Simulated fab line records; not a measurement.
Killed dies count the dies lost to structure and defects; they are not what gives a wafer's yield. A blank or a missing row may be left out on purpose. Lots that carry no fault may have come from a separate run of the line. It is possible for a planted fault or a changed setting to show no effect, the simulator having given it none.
Which tool was responsible?    flow n5_finfet    24 lots, 72 wafers sampled, at 6 steps of a route of 1938

== WHAT THE GAUGES SHOWED, per wafer ==
N5_BEOL_M9_OVL_MEAS_12. Usual: M9_OVL gives 0.7 nm (standard deviation 0.83).
lot   measured      on          M9_OVL (nm)    flag
L074  day 9 14:59   overlay-02  0.4 1.3 -0.9   
L075  day 10 09:48  overlay-02  3.0 0.9 1.3    
L077  day 10 10:00  overlay-01  1.5 -0.6 0.8   
L076  day 10 13:22  overlay-02  -0.2 1.3 0.5   
L078  day 10 13:28  overlay-02  1.8 1.5 0.7    
L081  day 10 22:04  overlay-01  -0.7 0.2 0.5   
L079  day 10 21:51  overlay-02  0.3 -1.0 -0.2  
L080  day 11 09:16  overlay-01  2.4 1.1 1.4    
L082  day 11 13:27  overlay-01  1.4 -0.1 0.5   
L083  day 11 22:17  overlay-01  0.0 0.9 0.9    
L088  day 12 23:10  overlay-01  0.3 2.1 0.7    
L084  day 12 20:39  overlay-01  1.4 1.8 0.5    
L085  day 12 23:16  overlay-02  0.1 1.0 1.2    
L086  day 13 04:07  overlay-01  1.1 1.5 0.5    
L087  day 13 13:50  overlay-02  0.3 0.1 0.5    
L089  day 13 19:46  overlay-01  0.1 0.2 -0.3   
L090  day 13 21:58  overlay-01  0.9 -0.1 1.0   
L092  day 14 02:38  overlay-01  0.6 1.8 1.4    
L091  day 14 02:26  overlay-01  0.9 0.6 1.1    
L093  day 14 07:55  overlay-02  -0.7 -0.1 0.5  
L094  day 15 02:13  overlay-02  -1.3 0.5 -0.1  
L097  day 15 04:22  overlay-01  0.4 -0.3 0.2   
L096  day 15 09:03  overlay-01  -0.3 0.4 0.2   
L095  day 15 08:53  overlay-01  1.2 1.6 1.1    

N5_BEOL_M9_CD_MEAS_28: the cd target is 70 nm. Usual: 70.0 nm for cd_nm, sd 0.31.
lot   measured      on         cd_nm (nm)      flag
L074  day 9 16:38   cd_sem-02  70.1 70.7 70.4  
L075  day 10 10:51  cd_sem-03  70.1 70.1 70.0  
L077  day 10 11:01  cd_sem-03  69.5 69.9 70.4  
L076  day 10 14:55  cd_sem-02  70.3 70.2 70.5  
L078  day 10 14:44  cd_sem-03  69.8 69.9 69.9  
L081  day 11 00:35  cd_sem-03  69.9 70.0 70.4  
L079  day 11 00:46  cd_sem-03  70.1 69.8 70.1  
L080  day 11 12:24  cd_sem-03  70.1 70.4 69.6  
L082  day 11 16:05  cd_sem-01  69.5 69.6 69.8  
L083  day 11 23:13  cd_sem-01  70.0 70.3 70.3  
L088  day 13 02:52  cd_sem-03  69.7 70.1 70.5  
L084  day 12 21:37  cd_sem-01  70.0 70.8 70.1  
L085  day 13 02:49  cd_sem-01  70.0 70.1 70.5  
L086  day 13 04:56  cd_sem-02  69.7 69.8 70.0  
L087  day 13 15:18  cd_sem-01  70.4 69.8 70.1  
L089  day 14 01:01  cd_sem-01  70.1 70.9 70.3  
L090  day 14 01:03  cd_sem-03  70.0 70.1 70.2  
L092  day 14 03:50  cd_sem-03  70.2 70.1 70.4  
L091  day 14 03:52  cd_sem-02  69.9 70.3 69.9  
L093  day 14 10:55  cd_sem-02  69.9 69.9 69.4  
L094  day 15 03:37  cd_sem-01  69.5 69.9 70.0  
L097  day 15 07:25  cd_sem-02  70.1 69.4 69.9  
L096  day 15 12:23  cd_sem-01  70.3 70.1 70.4  
L095  day 15 12:18  cd_sem-03  69.9 70.4 69.6  

== TOOL THAT RAN EACH LOT (tool first, then ch and the chambers of the sampled wafers, then the start) ==
lot   N5_BEOL_M8_STRIP_67                 N5_BEOL_M8_CURE_75             N5_BEOL_M9_HM_DEP_02          N5_BEOL_M9_ETCH_62
L074  rie_diel-04 ch 0,1,3, day 9 09:28   uv_cure-02 ch 0, day 9 10:52   pvd_sputter-02, day 9 14:27   rie_diel-01 ch 0,1,3, day 9 15:07
L075  rie_diel-06 ch 0,2, day 9 22:30     uv_cure-01 ch 1, day 10 00:55  pvd_sputter-02, day 10 09:16  rie_diel-05 ch 0,2,3, day 10 09:57
L077  rie_diel-04 ch 0,2,3, day 10 02:07  uv_cure-02 ch 1, day 10 04:02  pvd_sputter-02, day 10 09:28  rie_diel-05 ch 2,3, day 10 10:13
L076  rie_diel-02 ch 0,3, day 10 04:43    uv_cure-02 ch 1, day 10 09:19  pvd_sputter-01, day 10 12:58  rie_diel-01 ch 0,1,2, day 10 13:47
L078  rie_diel-06 ch 2,3, day 10 05:13    uv_cure-02 ch 1, day 10 09:28  pvd_sputter-01, day 10 13:04  rie_diel-03 ch 1,2, day 10 13:55
L081  rie_diel-06 ch 1,2,3, day 10 13:51  uv_cure-03 ch 2, day 10 16:13  pvd_sputter-03, day 10 21:32  rie_diel-03 ch 0,2, day 10 22:28
L079  rie_diel-04 ch 0,2, day 10 14:38    uv_cure-03 ch 1, day 10 16:28  pvd_sputter-03, day 10 21:26  rie_diel-03 ch 1,2,3, day 10 22:13
L080  rie_diel-06 ch 0,3, day 11 02:29    uv_cure-01 ch 2, day 11 05:29  pvd_sputter-03, day 11 08:44  rie_diel-03 ch 0,1, day 11 09:24
L082  rie_diel-04 ch 1,2, day 11 02:32    uv_cure-02 ch 0, day 11 05:54  pvd_sputter-01, day 11 12:55  rie_diel-05 ch 0,1, day 11 13:37
L083  rie_diel-06 ch 1,3, day 11 13:43    uv_cure-01 ch 1, day 11 17:12  pvd_sputter-01, day 11 21:53  rie_diel-01 ch 0,3, day 11 22:26
L088  rie_diel-02 ch 1,2,3, day 12 12:31  uv_cure-02 ch 0, day 12 16:58  pvd_sputter-03, day 12 22:38  rie_diel-05 ch 0,2,3, day 12 23:41
L084  rie_diel-06 ch 0,2,3, day 12 12:32  uv_cure-03 ch 0, day 12 16:40  pvd_sputter-01, day 12 20:07  rie_diel-03 ch 0,2, day 12 20:47
L085  rie_diel-04 ch 0,1, day 12 12:49    uv_cure-03 ch 2, day 12 17:13  pvd_sputter-02, day 12 22:52  rie_diel-05 ch 0,3, day 12 23:56
L086  rie_diel-04 ch 1,2, day 12 13:08    uv_cure-01 ch 1, day 12 22:22  pvd_sputter-03, day 13 03:35  rie_diel-01 ch 0,2, day 13 04:16
L087  rie_diel-02 ch 1,2, day 13 06:48    uv_cure-01 ch 1, day 13 08:07  pvd_sputter-01, day 13 13:26  rie_diel-03 ch 0,2,3, day 13 13:59
L089  rie_diel-06 ch 1,2,3, day 13 10:20  uv_cure-01 ch 0, day 13 12:48  pvd_sputter-02, day 13 19:15  rie_diel-01 ch 1,2,3, day 13 19:55
L090  rie_diel-02 ch 0,1,2, day 13 14:40  uv_cure-01 ch 2, day 13 16:35  pvd_sputter-02, day 13 21:26  rie_diel-01 ch 0,3, day 13 22:06
L092  rie_diel-02 ch 0,1,2, day 13 17:16  uv_cure-03 ch 0, day 13 19:10  pvd_sputter-01, day 14 02:07  rie_diel-03 ch 0,2,3, day 14 02:47
L091  rie_diel-06 ch 0,1, day 13 17:25    uv_cure-01 ch 0, day 13 19:15  pvd_sputter-02, day 14 02:02  rie_diel-01 ch 0,2, day 14 02:35
L093  rie_diel-04 ch 1,3, day 13 20:16    uv_cure-02 ch 0, day 14 02:02  pvd_sputter-03, day 14 07:23  rie_diel-03 ch 0,2, day 14 08:12
L094  rie_diel-04 ch 1,2,3, day 14 17:28  uv_cure-01 ch 0, day 14 19:32  pvd_sputter-02, day 15 01:48  rie_diel-03 ch 0,1, day 15 02:50
L097  rie_diel-02 ch 2,3, day 14 21:41    uv_cure-02 ch 2, day 14 23:16  pvd_sputter-02, day 15 03:49  rie_diel-03 ch 0,1,3, day 15 04:30
L096  rie_diel-06 ch 1,3, day 14 22:59    uv_cure-01 ch 0, day 15 01:58  pvd_sputter-01, day 15 08:30  rie_diel-01 ch 0,1,2, day 15 09:14
L095  rie_diel-06 ch 0,2,3, day 14 23:49  uv_cure-02 ch 1, day 15 02:02  pvd_sputter-01, day 15 08:22  rie_diel-05 ch 0,2,3, day 15 09:02
- N5_BEOL_M8_STRIP_67: strips in CF4.
- N5_BEOL_M8_CURE_75: cures SiCOH lowk, time 120 s.
- N5_BEOL_M9_HM_DEP_02: deposits TiN, target thk 20 nm.
- N5_BEOL_M9_ETCH_62: etches SOC in N2/H2, target depth 110 nm, overetch 22 nm, time 165 s.

== AS READ BY THE TOOLS THEMSELVES (means over the sampled wafers that have a number; for cases with no such wafer, the mark the record gives instead) ==
N5_BEOL_M8_STRIP_67. Usual: drypump_motor_current_A 5.6 A, standard deviation 0.39; oes_product_au 0.78 a.u., standard deviation 0.083; rf_vpp_V 270.5 V, standard deviation 1.4; showerhead_plenum_p_Torr 1.76 Torr, standard deviation 0.039; throttle_valve_pct 13.62 %, standard deviation 0.23.
lot   tool         drypump_motor_current_A (A)  oes_product_au (a.u.)  rf_vpp_V (V)  showerhead_plenum_p_Torr (Torr)  throttle_valve_pct (%)  flag
L074  rie_diel-04  5.6                          0.74                   270.9         1.76                             13.70                   
L075  rie_diel-06  5.6                          0.87                   270.4         1.75                             13.38                   
L077  rie_diel-04  5.9                          0.72                   271.2         1.77                             13.66                   
L076  rie_diel-02  5.4                          0.79                   270.8         1.79                             13.70                   
L078  rie_diel-06  5.5                          0.81                   270.5         1.76                             13.62                   
L081  rie_diel-06  5.7                          0.82                   270.4         1.76                             13.71                   
L079  rie_diel-04  6.0                          0.70                   271.5         1.78                             13.67                   
L080  rie_diel-06  5.6                          0.88                   270.7         1.74                             13.28                   
L082  rie_diel-04  5.7                          0.71                   269.0         1.74                             13.77                   
L083  rie_diel-06  5.7                          0.83                   270.7         1.75                             13.60                   
L088  rie_diel-02  5.2                          0.74                   270.0         1.76                             13.65                   
L084  rie_diel-06  5.5                          0.81                   270.4         1.75                             13.54                   
L085  rie_diel-04  5.8                          0.71                   271.8         1.78                             13.75                   
L086  rie_diel-04  5.4                          0.71                   270.4         1.73                             13.85                   
L087  rie_diel-02  5.4                          0.69                   269.3         1.74                             13.63                   
L089  rie_diel-06  5.7                          0.79                   269.9         1.75                             13.77                   
L090  rie_diel-02  5.4                          0.79                   270.5         1.79                             13.51                   
L092  rie_diel-02  5.4                          0.79                   271.0         1.79                             13.51                   
L091  rie_diel-06  6.0                          0.85                   270.6         1.74                             13.60                   
L093  rie_diel-04  5.4                          0.73                   270.5         1.72                             13.79                   
L094  rie_diel-04  5.5                          0.80                   269.0         1.72                             13.63                   
L097  rie_diel-02  4.9                          0.74                   271.7         1.80                             13.69                   
L096  rie_diel-06  5.9                          0.82                   269.3         1.74                             13.75                   
L095  rie_diel-06  5.6                          0.79                   270.2         1.75                             13.59                   

N5_BEOL_M8_CURE_75. Usual: lamp_power_pct 52.31 %, standard deviation 0.05; wafer_temp_C_max 371.8, standard deviation 0.66.
lot   tool        lamp_power_pct (%)  wafer_temp_C_max  flag
L074  uv_cure-02  52.30               371.2             
L075  uv_cure-01  52.30               372.0             
L077  uv_cure-02  52.32               372.4             
L076  uv_cure-02  52.34               371.9             
L078  uv_cure-02  52.33               372.2             
L081  uv_cure-03  52.31               371.5             
L079  uv_cure-03  52.33               371.9             
L080  uv_cure-01  52.39               370.9             
L082  uv_cure-02  52.32               371.6             
L083  uv_cure-01  52.33               372.5             
L088  uv_cure-02  52.33               371.3             
L084  uv_cure-03  52.36               372.2             
L085  uv_cure-03  52.32               372.1             
L086  uv_cure-01  52.34               372.2             
L087  uv_cure-01  52.28               372.7             
L089  uv_cure-01  52.30               371.6             
L090  uv_cure-01  52.36               371.4             
L092  uv_cure-03  52.25               371.9             
L091  uv_cure-01  52.33               371.2             
L093  uv_cure-02  52.36               371.5             
L094  uv_cure-01  52.33               371.2             
L097  uv_cure-02  52.27               370.7             
L096  uv_cure-01  52.27               371.6             
L095  uv_cure-02  52.28               372.6             

N5_BEOL_M9_HM_DEP_02. Usual: 29.8 % for throttle_valve_pct, sd 1.1.
lot   tool            throttle_valve_pct (%)  flag
L074  pvd_sputter-02  29.9                    
L075  pvd_sputter-02  30.1                    
L077  pvd_sputter-02  29.9                    
L076  pvd_sputter-01  29.3                    
L078  pvd_sputter-01  30.1                    
L081  pvd_sputter-03  29.4                    
L079  pvd_sputter-03  28.8                    
L080  pvd_sputter-03  28.5                    
L082  pvd_sputter-01  30.0                    
L083  pvd_sputter-01  29.8                    
L088  pvd_sputter-03  28.5                    
L084  pvd_sputter-01  30.1                    
L085  pvd_sputter-02  30.1                    
L086  pvd_sputter-03  30.0                    
L087  pvd_sputter-01  28.9                    
L089  pvd_sputter-02  29.7                    
L090  pvd_sputter-02  29.6                    
L092  pvd_sputter-01  30.2                    
L091  pvd_sputter-02  30.0                    
L093  pvd_sputter-03  28.6                    
L094  pvd_sputter-02  29.7                    
L097  pvd_sputter-02  30.3                    
L096  pvd_sputter-01  29.5                    
L095  pvd_sputter-01  29.3                    

N5_BEOL_M9_ETCH_62. Usual: drypump_motor_current_A 5.8 A, standard deviation 0.58; oes_product_au 0.69 a.u., standard deviation 0.066; rf_vpp_V 523.0 V, standard deviation 2; showerhead_plenum_p_Torr 2.51 Torr, standard deviation 0.069; throttle_valve_pct 17.78 %, standard deviation 0.24.
lot   tool         drypump_motor_current_A (A)  oes_product_au (a.u.)  rf_vpp_V (V)  showerhead_plenum_p_Torr (Torr)  throttle_valve_pct (%)  flag
L074  rie_diel-01  6.0                          0.61                   521.5         2.45                             17.84                   
L075  rie_diel-05  5.9                          0.72                   524.2         2.56                             17.83                   
L077  rie_diel-05  5.6                          0.74                   524.1         2.60                             17.63                   
L076  rie_diel-01  5.8                          0.64                   521.6         2.46                             17.79                   
L078  rie_diel-03  5.0                          0.65                   523.5         2.50                             18.06                   
L081  rie_diel-03  6.1                          0.75                   522.8         2.49                             17.65                   
L079  rie_diel-03  5.4                          0.69                   522.4         2.50                             17.90                   
L080  rie_diel-03  6.0                          0.78                   521.8         2.48                             17.62                   
L082  rie_diel-05  6.1                          0.65                   521.8         2.49                             17.88                   
L083  rie_diel-01  6.2                          0.62                   521.3         2.47                             17.83                   
L088  rie_diel-05  5.9                          0.69                   524.8         2.55                             17.85                   
L084  rie_diel-03  6.1                          0.72                   523.0         2.49                             17.66                   
L085  rie_diel-05  5.8                          0.71                   524.0         2.57                             18.02                   
L086  rie_diel-01  5.7                          0.67                   522.5         2.47                             17.71                   
L087  rie_diel-03  6.0                          0.69                   522.6         2.49                             17.75                   
L089  rie_diel-01  5.9                          0.70                   524.1         2.53                             17.64                   
L090  rie_diel-01  6.2                          0.62                   521.9         2.46                             17.86                   
L092  rie_diel-03  6.0                          0.69                   523.0         2.49                             17.75                   
L091  rie_diel-01  5.8                          0.66                   521.6         2.47                             17.71                   
L093  rie_diel-03  6.1                          0.71                   522.3         2.48                             17.68                   
L094  rie_diel-03  5.3                          0.72                   522.2         2.48                             17.86                   
L097  rie_diel-03  5.9                          0.72                   522.2         2.48                             17.73                   
L096  rie_diel-01  5.8                          0.68                   524.3         2.55                             17.70                   
L095  rie_diel-05  5.9                          0.67                   522.5         2.54                             17.88                   

== THE ANSWER, worked out from the rows above alone ==
Rule: lot off if the mean of its wafers having a number is beyond 3 standard deviations from the usual mean. A lot without any number at a reading at which 4 lots or more have one is off too. Where the step has rows for the other lots, those lots are counted as sound. After the gauges, taken in route order, come the tools' own readings; for these a lot's mean is taken, as printed above. At the first step where some lot is off, the reading lying furthest off is the one used; lots without a number count as furthest.
Nothing can be told from this: no lot is off at any reading shown.

== WHAT THE SIMULATOR HAD INSERTED ==
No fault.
